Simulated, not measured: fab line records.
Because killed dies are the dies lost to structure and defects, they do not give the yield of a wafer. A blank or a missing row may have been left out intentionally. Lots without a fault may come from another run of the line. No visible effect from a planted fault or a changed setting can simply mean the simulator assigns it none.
Which tool is to blame?    flow n5 finfet    9 lots, 27 wafers sampled, at 6 steps of a route of 1938

== WHAT EACH GAUGE READ, for each wafer ==
N5_ILD0_THK_MEAS_13. Usual: thk nm 17.4 nm, standard deviation 0.99.
lot   measured     on             thk nm (nm)     flag
L767  day 3 18:49  film metro-02  18.4 17.8 17.6  
L769  day 4 08:12  film metro-02  18.2 17.8 16.1  
L776  day 6 00:27  film metro-02  17.7 16.5 16.7  
L777  day 6 07:19  film metro-01  18.3 17.5 17.3  
L781  day 7 07:43  film metro-02  17.6 15.3 17.6  
L784  day 8 00:08  film metro-01  17.2 16.0 17.9  
L787  day 8 16:55  film metro-01  17.0 17.2 16.8  
L789  day 9 08:28  film metro-01  18.8 17.5 18.1  
L790  day 9 10:34  film metro-01  19.6 16.2 17.3  

N5_GATE_CUT_THK_MEAS_24. Usual: GC_FILL_THK gives 219.1 nm (standard deviation 2.2).
lot   measured      on             GC_FILL_THK (nm)   flag
L767  day 4 15:41   film metro-02  217.3 219.1 220.8  
L769  day 5 06:01   film metro-01  221.0 222.1 223.0  
L776  day 6 22:17   film metro-01  216.9 219.0 217.0  
L777  day 7 05:00   film metro-02  217.6 215.6 220.5  
L781  day 8 05:13   film metro-02  221.0 220.2 226.8  
L784  day 8 22:44   film metro-01  225.9 215.6 219.2  
L787  day 9 15:35   film metro-02  212.6 216.3 214.1  
L789  day 10 06:04  film metro-02  219.3 221.1 221.6  
L790  day 10 07:11  film metro-01  217.3 218.4 216.7  

N5_BEOL_M4_RC_MEAS_101. Usual: DIBL_N 35.9 mV/V, standard deviation 1.9; DIBL_P 35.8 mV/V, standard deviation 2.4; IOFF_N 0.15 nA/um, standard deviation 0.031; IOFF_P 0.21 nA/um, standard deviation 0.037; ION_N 672 uA/um, standard deviation 13; ION_P 462 uA/um, standard deviation 8.3; SS_N 71.5 mV/dec, standard deviation 0.72; SS_P 73.2 mV/dec, standard deviation 0.67; VT_N 250 mV, standard deviation 3.4; VT_P -250 mV, standard deviation 3.4.
lot   measured      on         DIBL_N (mV/V)   DIBL_P (mV/V)   IOFF_N (nA/um)  IOFF_P (nA/um)  ION_N (uA/um)  ION_P (uA/um)  SS_N (mV/dec)   SS_P (mV/dec)   VT_N (mV)    VT_P (mV)       flag
L767  day 7 22:57   prober-02  37.0 36.5 36.5  37.6 35.3 36.1  0.15 0.13 0.13  0.22 0.18 0.19  676 657 660    466 450 457    71.2 71.2 71.4  73.8 73.2 72.7  250 253 252  -250 -253 -251  
L769  day 8 16:59   prober-02  32.8 33.6 32.4  33.2 34.1 32.9  0.11 0.11 0.10  0.14 0.14 0.13  650 640 651    452 435 444    70.8 70.8 70.5  72.9 73.1 72.6  255 259 258  -258 -259 -258  
L776  day 10 04:37  prober-02  37.3 40.0 34.2  35.6 39.7 33.6  0.15 0.20 0.11  0.20 0.27 0.18  661 683 652    455 464 455    72.2 73.4 71.5  73.8 73.9 72.0  252 248 255  -250 -249 -252  
L777  day 10 09:46  prober-01  35.1 33.3 36.9  35.3 33.8 37.2  0.13 0.11 0.16  0.17 0.15 0.20  665 658 675    456 457 459    70.7 70.6 72.0  72.8 73.1 73.7  253 255 251  -254 -257 -251  
L781  day 11 21:35  prober-01  34.7 36.6 36.2  34.6 36.6 35.9  0.13 0.15 0.14  0.18 0.20 0.19  674 669 683    464 457 465    70.5 71.8 71.5  73.1 72.7 72.9  248 251 253  -256 -250 -252  
L784  day 11 21:08  prober-02  39.6 38.2 36.8  39.5 36.9 36.1  0.21 0.18 0.16  0.29 0.24 0.22  684 682 674    476 469 464    71.4 72.2 71.6  74.8 73.5 73.5  243 247 248  -247 -251 -249  
L787  day 13 07:49  prober-01  37.3 35.4 35.8  37.4 36.2 35.8  0.19 0.16 0.17  0.26 0.23 0.23  682 676 688    470 472 471    71.5 70.8 70.9  73.0 73.6 72.9  244 247 247  -246 -248 -248  
L789  day 13 22:01  prober-01  38.1 37.9 35.8  39.6 38.2 37.0  0.19 0.18 0.15  0.26 0.23 0.20  677 696 674    462 474 464    72.5 72.1 71.2  74.5 74.2 74.0  246 249 251  -246 -248 -251  
L790  day 14 01:53  prober-02  34.6 36.8 36.9  33.6 35.7 35.7  0.13 0.17 0.16  0.20 0.23 0.23  674 690 682    473 475 473    70.6 71.4 71.3  72.7 73.0 72.5  250 249 253  -251 -247 -247  

== TOOL THAT RAN EACH LOT (tool first, then ch and the chambers of the sampled wafers, then the start) ==
lot   N5_SD_EPI_P_ETCH_16                N5_SD_EPI_P_STRIP_40                 N5_ILD0_PRECLEAN_10
L767  rie diel-02 ch 0,2,3, day 3 08:40  plasma asher-01 ch 0,1, day 3 08:53  remote plasma-02 ch 0, day 3 15:37
L769  rie diel-03 ch 1,3, day 3 21:52    plasma asher-01 ch 0,1, day 3 22:04  remote plasma-01 ch 1, day 4 04:57
L776  rie diel-03 ch 1,3, day 5 13:59    plasma asher-01 ch 0,1, day 5 14:11  remote plasma-01 ch 1, day 5 21:22
L777  rie diel-03 ch 1,2, day 5 21:12    plasma asher-01 ch 0,1, day 5 21:25  remote plasma-02 ch 0, day 6 04:15
L781  rie diel-01 ch 2,3, day 6 20:44    plasma asher-01 ch 0,1, day 6 20:58  remote plasma-02 ch 0, day 7 04:46
L784  rie diel-01 ch 1,2,3, day 7 13:00  plasma asher-02 ch 1, day 7 13:14    remote plasma-02 ch 1, day 7 21:04
L787  rie diel-01 ch 0,1,3, day 8 06:32  plasma asher-02 ch 0,1, day 8 06:45  remote plasma-01 ch 0, day 8 13:31
L789  rie diel-01 ch 2,3, day 8 22:05    plasma asher-01 ch 0,1, day 8 22:19  remote plasma-01 ch 1, day 9 05:18
L790  rie diel-01 ch 0,2,3, day 9 00:05  plasma asher-01 ch 0,1, day 9 00:19  remote plasma-01 ch 0, day 9 07:36
- N5_SD_EPI_P_ETCH_16: etches SiO2 in CHF3/O2, target depth 5 nm.
- N5_SD_EPI_P_STRIP_40: strips in N2/H2.
- N5_ILD0_PRECLEAN_10: cleans in NF3:NH3, afs cycles 5, time 20 s, sublimation time 60 s.

== WHAT THE TOOLS THEMSELVES READ (means of the sampled wafers that have a number; where no wafer has one, the mark that the record gives instead) ==
N5_SD_EPI_P_ETCH_16. Usual: drypump motor current A 5.6 A, standard deviation 0.52; mfc ar sccm 200.0 sccm, standard deviation 0.6; oes product au 0.78 a.u., standard deviation 0.067; rf vpp V 523 V, standard deviation 10; showerhead plenum p Torr 2.44 Torr, standard deviation 0.098; throttle valve pct 18.98 %, standard deviation 0.2.
lot   tool         drypump motor current A (A)  mfc ar sccm (sccm)  oes product au (a.u.)  rf vpp V (V)  showerhead plenum p Torr (Torr)  throttle valve pct (%)  flag
L767  rie diel-02  5.7                          200.1               0.84                   523           2.42                             19.07                   
L769  rie diel-03  5.7                          200.5               0.79                   527           2.49                             18.96                   
L776  rie diel-03  5.6                          200.0               0.78                   526           2.49                             18.98                   
L777  rie diel-03  6.0                          200.3               0.76                   528           2.48                             18.86                   
L781  rie diel-01  4.9                          199.5               0.91                   517           2.52                             18.95                   
L784  rie diel-01  5.3                          200.0               0.86                   521           2.51                             19.01                   
L787  rie diel-01  5.7                          199.8               0.78                   522           2.48                             19.07                   
L789  rie diel-01  5.1                          199.5               0.82                   516           2.47                             19.09                   
L790  rie diel-01  5.4                          200.0               0.80                   518           2.49                             19.01                   

N5_SD_EPI_P_STRIP_40. Usual: drypump motor current A 5.6 A, standard deviation 0.62; heater power w 335 W, standard deviation 54; n2 flow sccm 1750 sccm, standard deviation 5.5; oes product au 0.761 a.u., standard deviation 0.011.
lot   tool             drypump motor current A (A)  heater power w (W)  n2 flow sccm (sccm)  oes product au (a.u.)  flag
L767  plasma asher-01  6.0                          301                 1756                 0.765                  
L769  plasma asher-01  6.0                          297                 1752                 0.757                  
L776  plasma asher-01  6.0                          293                 1745                 0.761                  
L777  plasma asher-01  6.0                          293                 1749                 0.764                  
L781  plasma asher-01  5.6                          319                 1752                 0.763                  
L784  plasma asher-02  5.1                          420                 1757                 0.760                  
L787  plasma asher-02  5.4                          374                 1756                 0.763                  
L789  plasma asher-01  6.0                          292                 1748                 0.762                  
L790  plasma asher-01  6.0                          295                 1749                 0.763                  

N5_ILD0_PRECLEAN_10. Usual: sublimation temp c 180.03 C, standard deviation 0.14.
lot   tool              sublimation temp c (C)  flag
L767  remote plasma-02  180.16                  
L769  remote plasma-01  179.97                  
L776  remote plasma-01  180.00                  
L777  remote plasma-02  180.00                  
L781  remote plasma-02  180.07                  
L784  remote plasma-02  180.00                  
L787  remote plasma-01  180.01                  
L789  remote plasma-01  180.16                  
L790  remote plasma-01  179.95                  

== THE ANSWER, worked out from the rows above alone ==
Rule: a lot counts as off when the mean over its wafers that have a number is more than 3 standard deviations away from the usual mean. Also off: a lot with no number at a reading for which 4 or more lots have one. All remaining lots with rows at the step are treated as sound. The gauges are gone through in route order, then the tools' own readings, and for those a lot's mean is taken as printed above. At the first step where some lot is off, the reading lying furthest off is the one used; lots without a number count as furthest.
Nothing can be told from this: no lot is off at any reading shown.

== WHAT WAS PUT IN BY THE SIMULATOR ==
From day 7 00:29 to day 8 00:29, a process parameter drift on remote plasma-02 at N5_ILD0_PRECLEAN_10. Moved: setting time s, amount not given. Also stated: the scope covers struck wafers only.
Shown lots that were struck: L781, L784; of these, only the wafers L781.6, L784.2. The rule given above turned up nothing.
